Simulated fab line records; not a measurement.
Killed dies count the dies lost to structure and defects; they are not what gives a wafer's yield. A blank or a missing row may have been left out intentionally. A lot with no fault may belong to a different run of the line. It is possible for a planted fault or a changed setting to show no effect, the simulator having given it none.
fab line records	flow nandHarc
[record] lots = 6	wafers = 18	lastDay = 34
route steps=1302 shown A_M0@1148 END@1302
lots with no fault: from the same line, run without faults
startH: start of the lot's first displayed wafer, in hours after the record's first day	waitH: hours from the lot's prior step to this one	" repeats the value in the row above	L1.1+2: several wafers, shown together as one row	- no value, or no start was given	* or withheld: withheld	< > ~ a bound
route shown NAME@n: NAME is a module with steps in the file, n the number in the route of the first one	usual: mean/standard deviation of fault-free wafers	same: alike in all rows	chamber/n: place in a boat	sites: per-site readings	_std_site: how widely they spread, as a standard deviation	_edge_site: outer sites' mean less inner sites'	radiusMm: how far each site lies from the wafer's centre	mask NAME#n: copy n	behind: the most recent tool/chamber to have shaped the wafer	hold: cause of the lot's hold/its duration in hours/its outcome	device: names the non-switching transistor (n, p or np)	end of line: the tests these same wafers got at the end of their route	for a step that has no rows: nothing shown but its recipe	killed: at the first sort, the dies lost to defects and structure; wafer yield is something else	map: a wafer's dies, x killed, . not, _ none there
set.NAME: the setting as run; set.NAME@STEP: as run at that earlier step	model.NAME: the simulator's own value behind a step, which no gauge read
a table for each step, a row for each wafer; lots at some steps of the route
services: a tool's chamber out of use, with start hour (startH, from the record's first day; less than 0 if before it), hours out, and reason
[[steps]]
[step NHARC_A_M0_OVL_MEAS_10]
[recipe] pitchNm = 160
[usual] overlayXNm = 0.1/0.92	overlayYNm = 0.1/0.76
lot.wafer	tool	chamber	startH	waitH	overlayXNm	overlayYNm
L682.1	overlay-01	-	559.48	-	0.5	-1.2
L682.2	"	-	"	"	0.5	-1.6
L682.3	"	-	"	"	0.8	-1.5
L685.1	overlay-02	-	584.11	-	0.5	2.4
L685.4	"	-	"	"	0.6	1.9
L685.5	"	-	"	"	-0.3	1.4
L691.2	overlay-01	-	666.84	-	1.0	1.2
L691.3	"	-	"	"	0.6	1.1
L691.4	"	-	"	"	1.2	0.8
L692.1	overlay-02	-	670.44	-	1.4	0.0
L692.2	"	-	"	"	1.0	0.3
L692.4	"	-	"	"	1.9	0.2
L700.1	overlay-02	-	752.20	-	0.7	0.9
L700.3	"	-	"	"	1.5	0.9
L700.5	"	-	"	"	1.1	1.1
L701.1	overlay-02	-	767.61	-	0.4	-0.8
L701.2	"	-	"	"	0.5	-0.2
L701.3	"	-	"	"	0.5	-0.2
[step NHARC_A_M0_INSPECT_11]
[usual] rawDefectCount = 81/34
lot.wafer	tool	chamber	startH	waitH	rawDefectCount
L682.1	defectInspect-02	-	559.51	0.0	101
L682.2	"	-	"	"	104
L682.3	"	-	"	"	105
L685.1	defectInspect-02	-	584.15	0.0	96
L685.4	"	-	"	"	118
L685.5	"	-	"	"	126
L691.2	defectInspect-02	-	666.88	0.0	40
L691.3	"	-	"	"	53
L691.4	"	-	"	"	53
L692.1	defectInspect-02	-	670.47	0.0	30
L692.2	"	-	"	"	31
L692.4	"	-	"	"	23
L700.1	defectInspect-01	-	752.23	0.0	55
L700.3	"	-	"	"	38
L700.5	"	-	"	"	63
L701.1	defectInspect-02	-	767.65	0.0	80
L701.2	"	-	"	"	82
L701.3	"	-	"	"	68
[step NHARC_A_M0_DESCUM_14]
[recipe] timeS = 3	o2FlowSccm = 200	arFlowSccm = 0	biasPowerW = 0	chemistry = O2
[usual] drypumpMotorCurrentA = 5.5/0.42	oesProductAu = 0.999/0.011	rfVppV = 57.7/0.92	showerheadPlenumPTorr = 1.90/0.062	throttleValvePct = 11.311/0.0094
lot.wafer	tool	chamber	startH	waitH	drypumpMotorCurrentA	oesProductAu	rfHoursCounterH	rfVppV	showerheadPlenumPTorr	throttleValvePct
L682.2	rieDiel-10	3	559.58	0.1	5.4	0.987	6.0	58.1	1.97	11.314
L682.3	"	0	"	"	6.0	0.993	5.7	57.6	1.79	11.320
L682.1	"	1	"	"	5.6	0.995	5.4	58.2	1.82	11.310
L685.1	rieDiel-10	2	584.23	0.1	6.1	1.008	4.4	56.1	1.96	11.295
L685.4	"	3	"	"	5.4	0.997	7.6	58.1	1.97	11.303
L685.5	"	0	"	"	5.9	1.012	-	57.1	1.79	11.321
L691.2	rieDiel-01	0	666.96	0.1	6.1	0.987	5.8	57.1	1.91	11.316
L691.4	"	1	"	"	6.5	0.987	7.2	58.8	2.04	11.328
L691.3	"	2	"	"	5.6	0.996	7.0	57.1	1.99	11.297
L692.4	rieDiel-11	3	670.53	0.1	5.0	1.002	1.5	58.4	1.93	11.313
L692.1	"	1	"	"	5.4	1.003	2.8	58.5	1.93	11.308
L692.2	"	2	"	"	5.7	1.002	3.3	57.6	1.89	11.298
L700.1	rieDiel-11	3	752.31	0.1	4.9	0.994	6.0	59.7	1.93	11.297
L700.3	"	0	"	"	5.0	0.979	7.5	59.3	1.86	11.328
L700.5	"	1	"	"	5.4	1.006	-	59.1	1.92	11.316
L701.2	rieDiel-11	2	767.72	0.1	5.7	1.017	9.1	56.7	1.89	11.314
L701.3	"	3	"	"	4.9	1.016	7.3	58.8	1.93	11.317
L701.1	"	0	"	"	5.0	0.994	8.5	56.4	1.86	11.327
[step NHARC_A_M0_ETCH_34]
[recipe] targetDepthA = 400	overetchA = 120	timeS = 43.94	ionEnergyEv = 200	n2FlowSccm = 150	h2FlowSccm = 150	arFlowSccm = 0	rfW = 400	biasW = 150	chemistry = N2/H2
[usual] drypumpMotorCurrentA = 5.5/0.42	oesProductAu = 0.999/0.009	rfVppV = 430.1/2.1	showerheadPlenumPTorr = 2.02/0.069	throttleValvePct = 14.171/0.0092
lot.wafer	tool	chamber	startH	waitH	drypumpMotorCurrentA	oesProductAu	rfHoursCounterH	rfVppV	showerheadPlenumPTorr	throttleValvePct
L682.3	rieDiel-10	3	559.68	0.1	5.4	0.980	6.0	432.0	2.10	14.165
L682.2	"	0	"	"	6.0	0.999	5.8	425.9	1.91	14.164
L682.1	"	1	"	"	5.7	0.989	5.4	428.4	1.93	14.183
L685.1	rieDiel-10	1	584.31	0.1	5.6	0.986	7.0	428.2	1.93	14.168
L685.4	"	2	"	"	6.1	1.010	4.4	430.3	2.09	14.170
L685.5	"	0	"	"	6.0	0.999	-	427.4	1.91	14.171
L691.2	rieDiel-01	3	667.04	0.1	5.0	1.004	5.8	431.6	2.06	14.170
L691.3	"	0	"	"	6.1	0.985	5.8	430.8	2.03	14.172
L691.4	"	2	"	"	5.6	0.982	7.0	431.9	2.12	14.143
L692.4	rieDiel-11	0	670.62	0.1	5.0	0.989	2.9	427.3	1.98	14.165
L692.2	"	2	"	"	5.7	0.994	3.3	427.8	2.01	14.176
L692.1	"	3	"	"	4.9	1.007	1.5	430.2	2.06	14.167
L700.1	rieDiel-11	0	752.38	0.1	5.0	0.985	7.5	428.2	1.98	14.174
L700.3	"	3	"	"	5.0	1.009	6.0	430.2	2.06	14.179
L700.5	"	1	"	"	5.4	1.004	-	430.7	2.05	14.181
L701.2	rieDiel-11	3	767.79	0.1	4.9	1.007	7.3	431.4	2.06	14.159
L701.1	"	0	"	"	5.1	0.997	8.5	429.1	1.98	14.185
L701.3	"	1	"	"	5.4	1.010	8.8	430.7	2.05	14.164
[step NHARC_A_M0_ETCH_15]
[recipe] targetDepthA = 1500	overetchA = 150	timeS = 82.5	c4f8FlowSccm = withheld	arFlowSccm = 400	rfW = 600	biasW = 300	chemistry = C4F8/Ar
[step NHARC_A_M0_CD_MEAS_16]
[usual] cdNm = 80.2/1
lot.wafer	tool	chamber	startH	waitH	cdNm
L682.1	cdSem-03	-	559.92	-	79.7
L682.2	"	-	"	"	78.7
L682.3	"	-	"	"	78.1
L685.1	cdSem-02	-	584.51	-	80.2
L685.4	"	-	"	"	79.4
L685.5	"	-	"	"	77.6
L691.2	cdSem-02	-	667.26	-	80.6
L691.3	"	-	"	"	80.3
L691.4	"	-	"	"	81.2
L692.1	cdSem-03	-	670.83	-	80.3
L692.2	"	-	"	"	81.1
L692.4	"	-	"	"	80.0
L700.1	cdSem-01	-	752.59	-	81.2
L700.3	"	-	"	"	82.7
L700.5	"	-	"	"	81.0
L701.1	cdSem-01	-	768.01	-	81.5
L701.2	"	-	"	"	80.4
L701.3	"	-	"	"	80.7
[step NHARC_A_M0_STRIP_18]
[recipe] powerW = 1000	n2FlowSccm = 150	h2FlowSccm = 150	arFlowSccm = 0	biasW = 0	chemistry = N2/H2
[usual] drypumpMotorCurrentA = 5.6/0.41	oesProductAu = 0.997/0.0092	powerW = 999.6/3	rfVppV = 90.6/0.94	showerheadPlenumPTorr = 2.03/0.078	throttleValvePct = 14.172/0.0091
lot.wafer	tool	chamber	startH	waitH	drypumpMotorCurrentA	oesProductAu	powerW	rfHoursCounterH	rfVppV	showerheadPlenumPTorr	throttleValvePct
L682.3	rieDiel-11	0	559.99	0.1	5.0	0.989	1003.8	5.3	89.6	1.98	14.166
L682.2	"	1	"	"	5.4	1.003	1001.4	5.9	89.1	2.05	14.167
L682.1	"	2	"	"	5.7	0.999	998.6	6.1	91.0	2.02	14.168
L685.1	rieDiel-10	2	584.59	0.1	6.1	1.002	999.1	4.4	91.4	2.09	14.166
L685.4	"	3	"	"	5.4	0.981	1002.5	7.7	91.3	2.10	14.160
L685.5	"	2	"	"	6.1	1.013	998.7	-	90.9	2.09	14.172
L691.2	rieDiel-10	1	667.33	0.1	5.7	1.000	997.7	3.7	90.8	1.93	14.160
L691.3	"	3	"	"	5.4	0.998	1002.7	3.6	91.1	2.10	14.179
L691.4	"	0	"	"	5.9	0.996	997.9	-	91.8	1.90	14.173
L692.4	rieDiel-11	3	670.92	0.1	5.0	0.998	998.2	1.6	90.0	2.06	14.164
L692.1	"	0	"	"	5.0	0.983	1004.0	2.9	89.1	1.98	14.178
L692.2	"	2	"	"	5.7	1.003	1001.4	3.4	89.9	2.01	14.173
L700.3	rieDiel-01	3	752.72	0.1	5.0	0.994	998.0	0.1	90.6	2.06	14.183
L700.1	"	0	"	"	6.1	0.986	1003.0	0.1	90.8	2.03	14.165
L700.5	"	2	"	"	5.6	0.999	994.8	-	92.0	2.12	14.171
L701.1	rieDiel-10	1	768.11	0.1	5.7	0.996	1001.6	10.0	88.8	1.93	14.178
L701.2	"	2	"	"	6.1	1.011	997.0	8.6	89.9	2.09	14.177
L701.3	"	3	"	"	5.4	0.985	996.6	10.7	91.2	2.10	14.188
[step NHARC_A_M0_STRIP_19]
[recipe] timeS = 600	tempC = 30	chemistry = postEtchResidueRemover
[step NHARC_A_M0_DEGAS_28]
[recipe] tempC = 250	timeS = 60
[usual] heaterPowerW = 329/30
lot.wafer	tool	chamber	startH	waitH	heaterPowerW
L682.3	pvdSputter-01	-	560.54	-	345
L682.2	"	-	"	"	370
L682.1	"	-	"	"	335
L685.1	pvdSputter-02	-	585.13	-	325
L685.4	"	-	"	"	298
L685.5	"	-	"	"	320
L691.4	pvdSputter-01	-	667.93	-	379
L691.3	"	-	"	"	329
L691.2	"	-	"	"	348
L692.2	pvdSputter-01	-	671.47	-	373
L692.4	"	-	"	"	291
L692.1	"	-	"	"	324
L700.3	pvdSputter-03	-	753.21	-	284
L700.1	"	-	"	"	312
L700.5	"	-	"	"	306
L701.3	pvdSputter-03	-	768.64	-	309
L701.2	"	-	"	"	283
L701.1	"	-	"	"	326
[step NHARC_A_M0_PRE_CLEAN_29]
[recipe] timeS = 30	tempC = 280	gas = H2/He
[usual] heaterPowerW = 404/36
lot.wafer	tool	chamber	startH	waitH	heaterPowerW
L682.1	pvdSputter-01	-	-	-	442
L682.2	"	-	"	"	375
L682.3	"	-	"	"	410
L685.1	pvdSputter-02	-	-	-	445
L685.4	"	-	"	"	378
L685.5	"	-	"	"	453
L691.2	pvdSputter-01	-	-	-	363
L691.3	"	-	"	"	402
L691.4	"	-	"	"	470
L692.2	pvdSputter-01	-	-	-	460
L692.4	"	-	"	"	359
L692.1	"	-	"	"	398
L700.3	pvdSputter-03	-	-	-	373
L700.1	"	-	"	"	358
L700.5	"	-	"	"	382
L701.2	pvdSputter-03	-	-	-	370
L701.1	"	-	"	"	374
L701.3	"	-	"	"	437
[step NHARC_A_M0_PVD_20]
[recipe] targetThkA = 50	biasV = 168.6	powerW = 15000	chamberPressurePa = 0.12	timeS = 8.06	substrateTempC = 50	material = TaN
[step NHARC_A_M0_PVD_21]
[recipe] targetThkA = 300	chamberPressurePa = 5	powerW = 5000	substrateTempC = 30	timeS = 20.49	material = Cu
[step NHARC_A_M0_ECD_22]
[recipe] targetThkA = 4000	bathTempC = 25	material = Cu
lot.wafer	tool	chamber	startH	waitH
L682.1+2+3	ecdCu-02	0,1,0	560.90	-
L685.1+4+5	ecdCu-01	0,0,1	585.54	-
L691.2+4+3	ecdCu-02	1,0,1	668.34	-
L692.2+1+4	ecdCu-02	1,0,1	671.83	-
L700.1+3+5	ecdCu-01	0,1,1	753.57	-
L701.1+2+3	ecdCu-02	0,1,1	769.01	-
[step NHARC_A_M0_ANNEAL_30]
[recipe] tempC = 225	timeS = 90
[step NHARC_A_M0_CMP_23]
[recipe] tOverpolishS = 20	targetThkNm = 113.75
[usual] motorCurrentA = 11.0/0.92	timeToEndpointS = 27.7/2.4
lot.wafer	tool	chamber	startH	waitH	motorCurrentA	timeToEndpointS
L682.2	cmp-04	1	561.62	-	11.6	24.4
L682.1	"	3	"	"	11.6	26.1
L682.3	"	0	"	"	9.7	26.3
L685.1	cmp-03	0	586.21	-	10.0	29.9
L685.4	"	3	"	"	10.7	28.1
L685.5	"	0	"	"	9.7	30.0
L691.2	cmp-04	1	669.01	-	11.0	20.1
L691.4	"	3	"	"	11.2	27.7
L691.3	"	0	"	"	9.6	29.6
L692.2	cmp-01	2	672.59	-	11.5	21.6
L692.4	"	3	"	"	12.3	27.1
L692.1	"	0	"	"	11.0	19.7
L700.1	cmp-04	2	754.38	-	10.9	25.3
L700.3	"	3	"	"	11.9	26.4
L700.5	"	0	"	"	9.6	25.9
L701.2	cmp-01	3	769.73	-	12.2	27.1
L701.3	"	0	"	"	10.8	25.5
L701.1	"	2	"	"	11.6	26.7
[step NHARC_A_M0_THK_MEAS_24]
[recipe] thkMeasGauge = xrf
[usual] thkNm = 113.5/1.5
lot.wafer	tool	chamber	startH	waitH	thkNm
L682.1	filmMetro-01	-	561.93	-	114.3
L682.2	"	-	"	"	113.2
L682.3	"	-	"	"	114.7
L685.1	filmMetro-02	-	586.52	-	113.9
L685.4	"	-	"	"	113.0
L685.5	"	-	"	"	113.3
L691.2	filmMetro-01	-	669.33	-	110.7
L691.3	"	-	"	"	113.0
L691.4	"	-	"	"	112.8
L692.1	filmMetro-02	-	672.88	-	114.3
L692.2	"	-	"	"	112.9
L692.4	"	-	"	"	112.5
L700.1	filmMetro-02	-	754.64	-	112.6
L700.3	"	-	"	"	113.7
L700.5	"	-	"	"	111.4
L701.1	filmMetro-01	-	770.04	-	113.9
L701.2	"	-	"	"	113.3
L701.3	"	-	"	"	115.3
[step NHARC_END_SORT_01]
[recipe] tempC = 25
[usual] defectLimitedYield = 91.2/2.8	killedAtArray = 56/19	killedAtOther = 0.8/1.1	killedAtPeriphery = 3.4/2.5	killedDies = 60/19	killedOpen = 2.9/1.7	killedShort = 2.4/1.6
[same] grossDies = 677
lot.wafer	tool	chamber	startH	waitH	defectLimitedYield[%]	killedAtArray	killedAtOther	killedAtPeriphery	killedDies	killedOpen	killedShort
L685.1	prober-02	0	631.66	2.5	88.2	68	4	8	80	3	4
L685.4	prober-02	0	634.08	3.4	86.3	76	3	14	93	7	6
L685.5	prober-02	0	634.89	3.7	87.3	75	3	8	86	2	3
// killed by level:class
L685.1 A_SLIT:chamberFilmFlake=31 A_CHANNEL_HOLE_D2:chamberFilmFlake=19 A_CONTACT:chamberFilmFlake=6 P_CONTACT:chamberFilmFlake=5 A_CHANNEL_HOLE_D1:chamberFilmFlake=4 THIN_TSV:chamberFilmFlake=4 A_DECK1_JOINT:geometricParticle:short=2 P_M2:geometricParticle:open=1
L685.4 A_SLIT:chamberFilmFlake=30 A_CHANNEL_HOLE_D2:chamberFilmFlake=27 P_CONTACT:chamberFilmFlake=9 A_CHANNEL_HOLE_D1:chamberFilmFlake=3 THIN_TSV:chamberFilmFlake=3 A_CONTACT:chamberFilmFlake=3 P_M0:geometricParticle:short=2 A_DECK1_JOINT:geometricParticle:open=2
L685.5 A_SLIT:chamberFilmFlake=29 A_CHANNEL_HOLE_D2:chamberFilmFlake=28 A_CONTACT:chamberFilmFlake=9 P_CONTACT:chamberFilmFlake=6 THIN_TSV:chamberFilmFlake=3 A_CHANNEL_HOLE_D1:chamberFilmFlake=2 P_M0:geometricParticle:open=1 P_M1:geometricParticle:open=1
[[services]]
tool	chamber	startH	hours	kind
rieDiel-10	0	548.78	4.7	repair
rieDiel-10	2	555.18	27.8	repair
rieDiel-11	3	555.90	2.5	repair
rieDiel-11	3	568.45	1.3	repair
pvdSputter-01	-	582.02	10.0	pm
ecdCu-02	-	595.53	1.8	repair
rieDiel-10	-	596.52	9.0	pm
pvdSputter-03	-	602.86	2.8	repair
rieDiel-11	0	607.78	2.9	repair
rieDiel-11	-	609.73	9.0	pm
rieDiel-11	1	618.80	1.6	repair
rieDiel-11	3	629.14	16.5	repair
pvdSputter-03	-	638.27	7.2	repair
rieDiel-10	2	665.25	6.4	repair
rieDiel-10	2	675.20	2.6	repair
pvdSputter-03	-	682.83	1.3	repair
ecdCu-02	-	684.73	0.8	repair
ecdCu-02	-	700.37	1.2	repair
pvdSputter-03	-	704.11	10.0	pm
ecdCu-02	-	706.68	2.1	repair
rieDiel-10	0	720.43	2.3	repair
pvdSputter-01	-	726.41	2.5	repair
rieDiel-11	0	759.47	3.2	repair
pvdSputter-01	-	760.02	10.0	pm
[[key]]
[firstSign] step = NHARC_A_M0_CMP_23	reading = timeToEndpointS	direction = down	sigmas = 3	usual = *	struck = *
effect none on later readings
metAt NHARC_A_M0_ECD_22
struckWafers L691.2,L692.1,L692.2
onsetBetween 560.90 668.34
[fault] kind = processParameterDrift	tool = ecdCu-02	chamber = -	onsetH = 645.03	steps = NHARC_A_M0_ECD_22	channel = targetThkA	offset = *	shape = step	endH = 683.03	scope = struckWafersOnly	actsIn = *	stated = *
